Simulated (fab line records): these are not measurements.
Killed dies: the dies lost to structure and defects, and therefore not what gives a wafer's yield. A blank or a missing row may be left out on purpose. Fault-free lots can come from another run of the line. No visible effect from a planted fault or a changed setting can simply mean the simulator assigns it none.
fab line records + flow nand_harc
record
- lots=6
- wafers=18
- last_day=33
route steps=1302 shown A_SGD_CUT@916 A_SLIT@922 END@1302
lots that met no fault: from a run of the same line without faults
start_h: hours from the record's opening day to when the first of the lot's shown wafers began + wait_h: how many hours have passed since the lot's step before this one + " same as the row above + L1.1+2: a single row standing in for several wafers + - either no value or no given start + * or withheld: withheld + < > ~ a bound
route shown NAME@n: NAME is a module with steps in the file, n the number in the route of the first one + usual: average and standard deviation across the fault-free wafers + same: alike in all rows + chamber/n: place in a boat + sites: the reading at each site + _std_site: standard deviation across them + _edge_site: mean of outer sites minus mean of inner sites + radius_mm: for every site, how far away it sits from the centre of the wafer + mask NAME#n: copy n + behind: the most recent tool/chamber to have shaped the wafer + hold: what put the lot on hold/how long, in hours/how the hold closed + device: which transistor (n, p or np) failed to switch + end of line: the route-end tests of the same wafers + step lacking rows: just its recipe + killed: not the wafer's yield, but the dies lost to structure and defects at the first sort + map: the dies of a wafer, with x for killed, . for not killed, _ for no die there
set.NAME: the run value of the setting; set.NAME@STEP: its run value at that earlier step + model.NAME: the simulator's own value behind a step, which no gauge read
lots at some steps of the route; a table a step, a row a wafer
services: the hour from which a tool's chamber was out of use, counted from the record's first day as start_h (under 0 if before that day), plus the number of hours and why
## steps
# step NHARC_A_SGD_CUT_THK_MEAS_22
# recipe
- thk_meas_gauge=ellipsometry
# usual
- thk_nm=148.3/1.6
| lot.wafer | tool          | chamber | start_h | wait_h | thk_nm |
|-----------|---------------|---------|---------|--------|--------|
| L856.1    | film_metro-02 | -       | 461.97  | 0.2    | 148.8  |
| L856.2    | "             | -       | "       | "      | 146.8  |
| L856.4    | "             | -       | "       | "      | 148.4  |
| L861.1    | film_metro-01 | -       | 522.69  | 0.2    | 149.3  |
| L861.2    | "             | -       | "       | "      | 147.8  |
| L861.6    | "             | -       | "       | "      | 148.9  |
| L862.2    | film_metro-01 | -       | 534.77  | 0.2    | 149.2  |
| L862.4    | "             | -       | "       | "      | 149.4  |
| L862.6    | "             | -       | "       | "      | 150.0  |
| L865.1    | film_metro-02 | -       | 543.20  | 0.2    | 149.5  |
| L865.3    | "             | -       | "       | "      | 148.9  |
| L865.4    | "             | -       | "       | "      | 149.6  |
| L871.3    | film_metro-02 | -       | 610.49  | 0.2    | 146.4  |
| L871.4    | "             | -       | "       | "      | 148.3  |
| L871.5    | "             | -       | "       | "      | 147.6  |
| L874.1    | film_metro-01 | -       | 650.05  | 0.2    | 148.8  |
| L874.5    | "             | -       | "       | "      | 148.5  |
| L874.6    | "             | -       | "       | "      | 146.4  |
# step NHARC_A_SGD_CUT_SRD_23
# step NHARC_A_SGD_CUT_ETCH_26
# recipe
- target_depth_a=458
- chemistry=dHF
- material=SiO2
# step NHARC_A_SGD_CUT_ETCHBACK_24
# recipe
- target_depth_a=500
- over_etch_frac=0.3
- time_s=92.857
- ion_energy_ev=120
- ch3f_flow_sccm=50
- o2_flow_sccm=30
- ar_flow_sccm=200
- rf_w=500
- bias_w=100
- chemistry=CH3F/O2
# usual
- chamber_pressure_mTorr=24.998/0.023
- drypump_motor_current_A=5.7/0.53
- o2_flow_sccm=29.99/0.084
- oes_product_au=0.96/0.035
- rf_vpp_V=244.5/1.4
- showerhead_plenum_p_Torr=2.46/0.08
- throttle_valve_pct=20.663/0.0093
| lot.wafer | tool        | chamber | start_h | wait_h | chamber_pressure_mTorr | drypump_motor_current_A | o2_flow_sccm | oes_product_au | rf_hours_counter_h | rf_vpp_V | showerhead_plenum_p_Torr | throttle_valve_pct |
|-----------|-------------|---------|---------|--------|------------------------|-------------------------|--------------|----------------|--------------------|----------|--------------------------|--------------------|
| L856.1    | rie_diel-10 | 0       | 462.20  | 0.1    | 24.951                 | 6.0                     | 29.90        | 0.93           | 5                  | 244.1    | 2.40                     | 20.668             |
| L856.2    | "           | 2       | "       | "      | 25.031                 | 5.2                     | 30.12        | 0.94           | 4                  | 245.7    | 2.59                     | 20.671             |
| L856.4    | "           | 3       | "       | "      | 24.985                 | 5.9                     | 30.01        | 0.94           | 4                  | 242.9    | 2.38                     | 20.666             |
| L861.2    | rie_diel-10 | 1       | 522.91  | 0.1    | 24.986                 | 5.1                     | 30.06        | 0.99           | 8                  | 242.9    | 2.39                     | 20.678             |
| L861.1    | "           | 2       | "       | "      | 24.994                 | 5.3                     | 30.03        | 1.01           | 8                  | 247.1    | 2.59                     | 20.668             |
| L861.6    | "           | 1       | "       | "      | 24.965                 | 5.1                     | 30.01        | 1.00           | -                  | 243.1    | 2.39                     | 20.652             |
| L862.4    | rie_diel-12 | 0       | 535.01  | 0.2    | 24.970                 | 5.1                     | 29.96        | 0.94           | 3                  | 245.8    | 2.54                     | 20.659             |
| L862.2    | "           | 2       | "       | "      | 24.978                 | 6.2                     | 29.84        | 0.92           | 5                  | 243.3    | 2.36                     | 20.659             |
| L862.6    | "           | 3       | "       | "      | 24.987                 | 6.5                     | 29.91        | 0.94           | -                  | 245.9    | 2.48                     | 20.656             |
| L865.4    | rie_diel-12 | 1       | 543.44  | 0.2    | 24.994                 | 6.2                     | 30.09        | 1.01           | 5                  | 243.9    | 2.43                     | 20.678             |
| L865.1    | "           | 3       | "       | "      | 25.065                 | 6.5                     | 30.02        | 1.00           | 5                  | 246.9    | 2.48                     | 20.650             |
| L865.3    | "           | 0       | "       | "      | 25.036                 | 5.1                     | 30.01        | 1.00           | 3                  | 245.4    | 2.53                     | 20.665             |
| L871.3    | rie_diel-09 | 1       | 610.72  | 0.2    | 24.960                 | 6.3                     | 30.09        | 0.92           | 5                  | 245.8    | 2.60                     | 20.667             |
| L871.4    | "           | 2       | "       | "      | 25.010                 | 5.3                     | 30.03        | 0.93           | 5                  | 245.6    | 2.56                     | 20.671             |
| L871.5    | "           | 1       | "       | "      | 25.010                 | 6.3                     | 30.01        | 0.92           | -                  | 246.3    | 2.60                     | 20.664             |
| L874.1    | rie_diel-09 | 3       | 650.29  | 0.2    | 24.959                 | 4.9                     | 30.01        | 0.93           | 8                  | 242.4    | 2.41                     | 20.667             |
| L874.6    | "           | 2       | "       | "      | 25.033                 | 5.3                     | 30.00        | 0.92           | -                  | 245.6    | 2.56                     | 20.664             |
| L874.5    | "           | 3       | "       | "      | 25.030                 | 4.9                     | 29.90        | 0.93           | -                  | 246.0    | 2.41                     | 20.667             |
# step NHARC_A_SGD_CUT_STRIP_28
# recipe
- time_s=20
- o2_flow_sccm=500
- ar_flow_sccm=0
- bias_w=0
- chemistry=O2
# usual
- chamber_pressure_mTorr=60.00/0.057
- drypump_motor_current_A=5.7/0.53
- o2_flow_sccm=499.8/1.5
- oes_product_au=0.998/0.01
- rf_vpp_V=57.8/0.8
- showerhead_plenum_p_Torr=3.54/0.11
- throttle_valve_pct=17.036/0.0082
| lot.wafer | tool        | chamber | start_h | wait_h | chamber_pressure_mTorr | drypump_motor_current_A | o2_flow_sccm | oes_product_au | rf_hours_counter_h | rf_vpp_V | showerhead_plenum_p_Torr | throttle_valve_pct |
|-----------|-------------|---------|---------|--------|------------------------|-------------------------|--------------|----------------|--------------------|----------|--------------------------|--------------------|
| L856.1    | rie_diel-10 | 1       | -       | -      | 59.97                  | 5.1                     | 502.5        | 1.008          | 4                  | 57.8     | 3.44                     | 17.039             |
| L856.4    | "           | 2       | "       | "      | 59.98                  | 5.3                     | 500.9        | 0.995          | 4                  | 58.1     | 3.71                     | 17.029             |
| L856.2    | "           | 0       | "       | "      | 59.97                  | 6.0                     | 499.2        | 0.999          | 5                  | 57.9     | 3.45                     | 17.042             |
| L861.1    | rie_diel-10 | 1       | -       | -      | 60.01                  | 5.1                     | 505.0        | 0.999          | 8                  | 56.6     | 3.44                     | 17.034             |
| L861.2    | "           | 3       | "       | "      | 59.92                  | 6.0                     | 501.8        | 1.009          | 8                  | 57.3     | 3.41                     | 17.044             |
| L861.6    | "           | 0       | "       | "      | 60.01                  | 6.0                     | 500.0        | 1.000          | -                  | 59.1     | 3.45                     | 17.042             |
| L862.2    | rie_diel-12 | 0       | -       | -      | 60.05                  | 5.1                     | 498.5        | 0.987          | 3                  | 56.6     | 3.63                     | 17.040             |
| L862.4    | "           | 1       | "       | "      | 60.04                  | 6.2                     | 498.5        | 1.008          | 4                  | 57.6     | 3.49                     | 17.042             |
| L862.6    | "           | 1       | "       | "      | 59.92                  | 6.2                     | 499.4        | 1.000          | -                  | 56.4     | 3.49                     | 17.050             |
| L865.4    | rie_diel-12 | 3       | -       | -      | 60.00                  | 6.5                     | 500.4        | 0.989          | 5                  | 57.7     | 3.56                     | 17.020             |
| L865.3    | "           | 0       | "       | "      | 60.00                  | 5.1                     | 499.5        | 0.992          | 3                  | 58.3     | 3.63                     | 17.025             |
| L865.1    | "           | 1       | "       | "      | 59.96                  | 6.1                     | 498.8        | 1.006          | 5                  | 58.6     | 3.49                     | 17.044             |
| L871.4    | rie_diel-09 | 1       | -       | -      | 59.93                  | 6.3                     | 502.7        | 0.990          | 5                  | 57.8     | 3.73                     | 17.042             |
| L871.3    | "           | 0       | "       | "      | 60.08                  | 5.7                     | 498.0        | 0.991          | 6                  | 58.4     | 3.49                     | 17.026             |
| L871.5    | "           | 2       | "       | "      | 60.13                  | 5.3                     | 500.3        | 1.001          | -                  | 57.7     | 3.67                     | 17.046             |
| L874.1    | rie_diel-09 | 3       | -       | -      | 60.02                  | 4.9                     | 502.6        | 0.999          | 8                  | 56.0     | 3.46                     | 17.025             |
| L874.5    | "           | 2       | "       | "      | 60.00                  | 5.3                     | 500.9        | 1.013          | -                  | 56.4     | 3.67                     | 17.026             |
| L874.6    | "           | 3       | "       | "      | 60.00                  | 4.9                     | 500.9        | 1.015          | -                  | 57.7     | 3.46                     | 17.035             |
# step NHARC_A_SGD_CUT_INSPECT_25
# usual
- raw_defect_count=388/86
| lot.wafer | tool              | chamber | start_h | wait_h | raw_defect_count |
|-----------|-------------------|---------|---------|--------|------------------|
| L856.1    | defect_inspect-01 | -       | 462.44  | -      | 522              |
| L856.2    | "                 | -       | "       | "      | 336              |
| L856.4    | "                 | -       | "       | "      | 445              |
| L861.1    | defect_inspect-02 | -       | 523.15  | -      | 415              |
| L861.2    | "                 | -       | "       | "      | 489              |
| L861.6    | "                 | -       | "       | "      | 387              |
| L862.2    | defect_inspect-01 | -       | 535.24  | -      | 394              |
| L862.4    | "                 | -       | "       | "      | 401              |
| L862.6    | "                 | -       | "       | "      | 399              |
| L865.1    | defect_inspect-02 | -       | 543.68  | -      | 336              |
| L865.3    | "                 | -       | "       | "      | 328              |
| L865.4    | "                 | -       | "       | "      | 276              |
| L871.3    | defect_inspect-02 | -       | 610.95  | -      | 365              |
| L871.4    | "                 | -       | "       | "      | 501              |
| L871.5    | "                 | -       | "       | "      | 394              |
| L874.1    | defect_inspect-02 | -       | 650.51  | -      | 555              |
| L874.5    | "                 | -       | "       | "      | 740              |
| L874.6    | "                 | -       | "       | "      | 563              |
# step NHARC_A_SLIT_DEP_25
# recipe
- target_thk_a=2000
- temp_c=400
- pressure_torr=6.5
- rf_w=900
- teos_flow_sccm=161.4
- flow_sccm=2650
- target_thk_nm=200
- gas=O2
- material=SiO2
# usual
- heater_power_w=570/120
- throttle_valve_pct=15.9/0.82
| lot.wafer | tool     | chamber | start_h | wait_h | heater_power_w | throttle_valve_pct |
|-----------|----------|---------|---------|--------|----------------|--------------------|
| L856.1    | pecvd-01 | 2       | 462.59  | 0.1    | 455            | 16.2               |
| L856.2    | "        | 0       | "       | "      | 503            | 14.8               |
| L856.4    | "        | 2       | "       | "      | 469            | 15.9               |
| L861.1    | pecvd-01 | 2       | 523.22  | 0.1    | 478            | 15.6               |
| L861.2    | "        | 1       | "       | "      | 860            | 16.9               |
| L861.6    | "        | 2       | "       | "      | 485            | 15.3               |
| L862.2    | pecvd-01 | 1       | 535.31  | 0.1    | 796            | 16.6               |
| L862.4    | "        | 1       | "       | "      | 816            | 16.5               |
| L862.6    | "        | 2       | "       | "      | 466            | 15.7               |
| L865.1    | pecvd-04 | 2       | 543.90  | 0.2    | 458            | 14.8               |
| L865.3    | "        | 1       | "       | "      | 504            | 15.4               |
| L865.4    | "        | 2       | "       | "      | 471            | 14.9               |
| L871.3    | pecvd-04 | 0       | 611.09  | 0.1    | 752            | 16.5               |
| L871.4    | "        | 1       | "       | "      | 500            | 15.4               |
| L871.5    | "        | 0       | "       | "      | 747            | 16.5               |
| L874.1    | pecvd-02 | 0       | 650.66  | 0.1    | 663            | 15.4               |
| L874.6    | "        | 2       | "       | "      | 561            | 17.5               |
| L874.5    | "        | 0       | "       | "      | 651            | 15.0               |
# step NHARC_A_SLIT_DEP_00
# recipe
- target_thk_a=62000
- temp_c=400
- material=aC
# usual
- throttle_valve_pct=34.999/0.009
| lot.wafer | tool       | chamber | start_h | wait_h | throttle_valve_pct |
|-----------|------------|---------|---------|--------|--------------------|
| L856.1    | acl_dep-03 | 0       | 463.91  | -      | 34.991             |
| L856.2    | "          | 0       | "       | "      | 34.992             |
| L856.4    | "          | 0       | 465.82  | -      | 34.995             |
| L861.1    | acl_dep-03 | 0       | 523.56  | -      | 34.987             |
| L861.2    | "          | 0       | "       | "      | 35.005             |
| L861.6    | "          | 0       | 526.72  | -      | 34.991             |
| L862.2    | acl_dep-01 | 0       | 538.25  | -      | 35.000             |
| L862.4    | "          | 0       | 539.52  | -      | 34.994             |
| L862.6    | "          | 0       | 540.78  | -      | 34.995             |
| L865.1    | acl_dep-01 | 0       | 545.77  | -      | 34.989             |
| L865.3    | "          | 0       | 547.00  | -      | 34.994             |
| L865.4    | "          | 0       | "       | "      | 35.000             |
| L871.3    | acl_dep-03 | 0       | 618.95  | -      | 34.983             |
| L871.4    | "          | 0       | "       | "      | 35.000             |
| L871.5    | "          | 0       | "       | "      | 35.009             |
| L874.1    | acl_dep-01 | 0       | 651.93  | -      | 34.983             |
| L874.5    | "          | 0       | 654.41  | -      | 34.975             |
| L874.6    | "          | 0       | "       | "      | 35.013             |
# step NHARC_A_SLIT_DEP_23
# recipe
- target_thk_a=1000
- target_thk_nm=100
- temp_c=400
- pressure_torr=3.5
- flow_sccm=200
- rf_w=350
- material=SiON
# usual
- heater_power_w=755/110
| lot.wafer | tool     | chamber | start_h | wait_h | heater_power_w |
|-----------|----------|---------|---------|--------|----------------|
| L856.2    | pecvd-04 | 1       | 467.76  | 2.6    | 679            |
| L856.1    | "        | 2       | "       | "      | 796            |
| L856.4    | "        | 2       | "       | "      | 802            |
| L861.1    | pecvd-01 | 2       | 527.37  | 3.2    | 625            |
| L861.2    | "        | 1       | "       | "      | 926            |
| L861.6    | "        | 2       | "       | "      | 641            |
| L862.2    | pecvd-02 | 1       | 541.49  | 2.6    | 699            |
| L862.4    | "        | 2       | "       | "      | 623            |
| L862.6    | "        | 0       | "       | "      | 687            |
| L865.1    | pecvd-01 | 0       | 549.49  | 3.1    | 648            |
| L865.3    | "        | 2       | "       | "      | 688            |
| L865.4    | "        | 2       | "       | "      | 664            |
| L871.3    | pecvd-04 | 2       | 621.48  | 1.9    | 752            |
| L871.5    | "        | 1       | "       | "      | 642            |
| L871.4    | "        | 2       | "       | "      | 775            |
| L874.1    | pecvd-04 | 0       | 655.73  | 3.2    | 884            |
| L874.5    | "        | 1       | "       | "      | 729            |
| L874.6    | "        | 0       | "       | "      | 907            |
# step NHARC_A_SLIT_DEHYDRATE_01
# recipe
- temp_c=150
- time_s=120
# step NHARC_A_SLIT_HMDS_02
# recipe
- time_s=30
# step NHARC_A_SLIT_COAT_03
# recipe
- spin_rpm=1500
- resist_thk_nm=90
# step NHARC_A_SLIT_SOFTBAKE_04
# recipe
- temp_c=105
- time_s=55
# usual
- exhaust_pa=44.9/0.83
- heater_power_total_W=188.43/0.13
| lot.wafer | tool           | chamber | start_h | wait_h | exhaust_pa | heater_power_total_W |
|-----------|----------------|---------|---------|--------|------------|----------------------|
| L856.1    | litho_track-01 | 0       | 468     | -      | 43.4       | 188.27               |
| L856.2    | "              | 0       | "       | "      | 45.2       | 188.50               |
| L856.4    | "              | 0       | "       | "      | 45.6       | 188.36               |
| L861.1    | litho_track-04 | 0       | 527     | -      | 43.9       | 188.47               |
| L861.2    | "              | 0       | "       | "      | 43.9       | 188.29               |
| L861.6    | "              | 0       | "       | "      | 44.6       | 188.35               |
| L862.2    | litho_track-06 | 0       | 541     | -      | 46.5       | 188.35               |
| L862.4    | "              | 0       | "       | "      | 44.6       | 188.32               |
| L862.6    | "              | 0       | "       | "      | 45.1       | 188.34               |
| L865.1    | litho_track-01 | 0       | 549     | -      | 45.0       | 188.65               |
| L865.3    | "              | 0       | "       | "      | 44.6       | 188.38               |
| L865.4    | "              | 0       | "       | "      | 43.8       | 188.33               |
| L871.3    | litho_track-06 | 0       | 621     | -      | 44.8       | 181.71               |
| L871.4    | "              | 0       | "       | "      | 45.4       | 181.51               |
| L871.5    | "              | 0       | "       | "      | 45.3       | 181.61               |
| L874.1    | litho_track-06 | 0       | 655     | -      | 42.8       | 181.78               |
| L874.5    | "              | 0       | "       | "      | 44.5       | 181.69               |
| L874.6    | "              | 0       | "       | "      | 43.5       | 181.80               |
# step NHARC_A_SLIT_EBR_05
# step NHARC_END_SORT_01
# recipe
- temp_c=25
# usual
- killed_at_array=64/18
- killed_at_other=0.8/1.1
- killed_at_periphery=3.8/2.7
- killed_dies=68/18
- killed_open=3.3/1.9
- killed_short=2.3/1.8
# same
- gross_dies=677
| lot.wafer | tool      | chamber | start_h | wait_h | killed_at_array | killed_at_other | killed_at_periphery | killed_dies | killed_open | killed_short |
|-----------|-----------|---------|---------|--------|-----------------|-----------------|---------------------|-------------|-------------|--------------|
| L861.1    | prober-01 | 0       | 640.67  | 2.5    | 59              | 1               | 8                   | 68          | 5           | 2            |
| L861.2    | prober-01 | 0       | 641.48  | 2.8    | 69              | 1               | 9                   | 79          | 3           | 1            |
| L861.6    | prober-01 | 0       | 644.70  | 4.0    | 61              | 3               | 9                   | 73          | 3           | 0            |
| L871.3    | prober-01 | 0       | 737.55  | 3.1    | 56              | 3               | 2                   | 61          | 1           | 2            |
| L871.4    | prober-01 | 0       | 738.33  | 3.3    | 60              | 2               | 1                   | 63          | 2           | 6            |
| L871.5    | prober-01 | 0       | 739.11  | 3.6    | 74              | 2               | 1                   | 77          | 3           | 4            |
# killed by level:class
L861.1 A_CHANNEL_HOLE_D1:chamber_film_flake=32 A_CHANNEL_HOLE_D2:chamber_film_flake=13 P_GATE:chamber_film_flake=3 A_SLIT:chamber_film_flake=3 A_ONON_D2:geometric_particle:open=2 P_M0:chamber_film_flake=2 A_DECK1_JOINT:chamber_film_flake=2 A_CONTACT:chamber_film_flake=2
L861.2 A_CHANNEL_HOLE_D1:chamber_film_flake=30 A_CHANNEL_HOLE_D2:chamber_film_flake=18 P_GATE:chamber_film_flake=6 A_STAIRCASE:chamber_film_flake=6 A_SLIT:chamber_film_flake=5 A_CONTACT:chamber_film_flake=5 P_STI:chamber_film_flake=3 A_CHANNEL_FILL_D1:geometric_particle:open=1
L861.6 A_CHANNEL_HOLE_D1:chamber_film_flake=34 A_CHANNEL_HOLE_D2:chamber_film_flake=13 P_GATE:chamber_film_flake=7 A_CONTACT:chamber_film_flake=4 A_SLIT:chamber_film_flake=3 A_DECK1_JOINT:chamber_film_flake=2 THIN_TSV:chamber_film_flake=2 P_M0:geometric_particle:open=1
L871.3 A_SLIT:chamber_film_flake=21 A_CHANNEL_HOLE_D2:chamber_film_flake=15 A_CONTACT:chamber_film_flake=11 A_CHANNEL_HOLE_D1:chamber_film_flake=4 THIN_TSV:chamber_film_flake=3 P_M0:geometric_particle:short=2 A_STAIRCASE:chamber_film_flake=2 A_CHANNEL_FILL_D2:geometric_particle:open=1
L871.4 A_SLIT:chamber_film_flake=27 A_CHANNEL_HOLE_D2:chamber_film_flake=12 A_CONTACT:chamber_film_flake=10 A_CHANNEL_HOLE_D1:chamber_film_flake=2 P_M1:geometric_particle:short=1 A_ONON_D1:geometric_particle:short=1 A_CHANNEL_HOLE_D1:geometric_particle:short=1 A_CHANNEL_FILL_D1:geometric_particle:short=1
L871.5 A_SLIT:chamber_film_flake=32 A_CHANNEL_HOLE_D2:chamber_film_flake=24 A_CONTACT:chamber_film_flake=6 A_CHANNEL_HOLE_D1:chamber_film_flake=5 A_M0:geometric_particle:open=2 THIN_TSV:chamber_film_flake=2 P_M0:geometric_particle:short=1 A_SOURCE_PLATE:geometric_particle:short=1
## services
| tool           | chamber | start_h | hours | kind   |
|----------------|---------|---------|-------|--------|
| rie_diel-12    | -       | 445.40  | 9.0   | pm     |
| pecvd-04       | -       | 450.38  | 13.0  | pm     |
| pecvd-02       | 1       | 471.41  | 25.9  | repair |
| rie_diel-12    | 0       | 475.22  | 21.4  | repair |
| acl_dep-03     | -       | 481.68  | 13.0  | pm     |
| pecvd-01       | -       | 492.14  | 13.0  | pm     |
| rie_diel-09    | -       | 497.10  | 9.0   | pm     |
| rie_diel-12    | 0       | 500.72  | 12.1  | repair |
| litho_track-01 | -       | 505.00  | 7.0   | pm     |
| rie_diel-10    | 0       | 505.48  | 4.4   | repair |
| pecvd-02       | 2       | 513.72  | 5.7   | repair |
| litho_track-06 | -       | 529.00  | 7.0   | pm     |
| rie_diel-09    | 3       | 544.75  | 3.4   | repair |
| acl_dep-01     | -       | 553.22  | 13.0  | pm     |
| rie_diel-09    | 1       | 570.75  | 21.0  | repair |
| rie_diel-10    | 0       | 581.87  | 2.6   | repair |
| pecvd-04       | -       | 595.57  | 1.0   | repair |
| rie_diel-10    | -       | 596.50  | 9.0   | pm     |
| rie_diel-12    | -       | 622.40  | 9.0   | pm     |
| rie_diel-09    | -       | 625.80  | 0.3   | repair |
| pecvd-04       | 2       | 628.67  | 11.9  | repair |
| pecvd-04       | -       | 631.49  | 13.0  | pm     |
| rie_diel-10    | 0       | 651.02  | 7.8   | repair |
| pecvd-01       | -       | 652.24  | 1.1   | repair |
## key
first_sign
- step=NHARC_A_SLIT_SOFTBAKE_04
- reading=heater_power_total_W
- direction=down
- sigmas=52
- usual=*
- struck=*
effect none on later readings
met_at NHARC_A_SLIT_SOFTBAKE_04
struck_wafers L871.3,L871.4,L871.5,L874.1,L874.5,L874.6
tester_left_out L871,L874
onset_between 541 621
fault
- kind=process_parameter_drift
- tool=litho_track-06
- chamber=-
- onset_h=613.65
- steps=NHARC_A_SLIT_SOFTBAKE_04
- channel=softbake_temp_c
- offset=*
- shape=step
- end_h=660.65
- acts_in=*
- stated=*
# tester_left_out: of these lots the tester's yield and bins aren't shown, on N5 and GAA mostly nor the transistor test; their killed dies are dies lost to structure and defects alone, not to doping, threshold or leakage, so they don't give the yield
